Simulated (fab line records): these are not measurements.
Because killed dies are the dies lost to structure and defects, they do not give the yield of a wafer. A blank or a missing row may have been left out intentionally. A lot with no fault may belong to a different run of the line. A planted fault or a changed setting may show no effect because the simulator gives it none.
The tool behind it: which one? | flow nand-harc | 6 lots with 16 wafers sampled at 2 steps, on a route of 1302 steps

## WHAT THE GAUGES READ, wafer by wafer
NHARC_A_ONON_D1_THK_MEAS_34: measures by ellipsometry.
lot  | measured     | on            | thk-nm (nm)
L910 | day 8 11:10  | film-metro-02 | 203 199 205
L913 | day 10 01:11 | film-metro-01 | 198 200 201
L923 | day 14 07:44 | film-metro-02 | 257 256
L927 | day 15 17:02 | film-metro-02 | 202 196 199
L929 | day 16 14:38 | film-metro-01 | 200 204 204
L931 | day 17 15:17 | film-metro-01 | 204 201 200

## WHAT TOOL EACH LOT RAN ON (gives the tool, then ch and the chambers of the sampled wafers, and finally the start)
lot  | NHARC_A_ONON_D1_DEP_33
L910 | pecvd-04 ch 0,1,2, day 8 10:44
L913 | pecvd-03 ch 1,2, day 10 00:47
L923 | pecvd-03 ch 2, day 14 07:22
L927 | pecvd-01 ch 0,1, day 15 16:38
L929 | pecvd-01 ch 0,2, day 16 14:13
L931 | pecvd-01 ch 0,2, day 17 14:55
- NHARC_A_ONON_D1_DEP_33: deposits SiO2, target thk 200 nm.

## THE ANSWER, worked out from the rows above alone
Rule: the usual values come from the lots themselves. The widest of any qualifying gaps counts: lots, ordered by their means at a reading, are off when they make up no more than a third of the lots, leave a main group of 4 or more, and stand apart from it by 3 or more times the standard deviation of that group's means. The tables above print the reading to a certain number of digits; a main group whose means all agree to those digits is not used. A lot without any number at a reading at which 4 lots or more have one is off too. The other lots that the step has rows for count as sound.
Off at NHARC_A_ONON_D1_THK_MEAS_34 (thk-nm): L923. The main group has a mean of 201 nm with a standard deviation of 1.5.
A tool fits if, at a process step before that reading, it ran every lot that is off, and no sound lot after the first of them. Gauges at NHARC_A_ONON_D1_THK_MEAS_34: tried the same way as those tools. One fits: pecvd-03 at NHARC_A_ONON_D1_DEP_33. Its last sound lot is L913 (day 10 00:47), its first lot that is off L923 (day 14 07:22): a fault that began between those two fits.

## WHAT WAS PUT IN BY THE SIMULATOR
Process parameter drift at NHARC_A_ONON_D1_DEP_33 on pecvd-03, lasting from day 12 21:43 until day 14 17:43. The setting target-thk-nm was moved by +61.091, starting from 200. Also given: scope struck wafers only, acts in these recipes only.
Struck lots among those shown: L923. The rule above found the same.
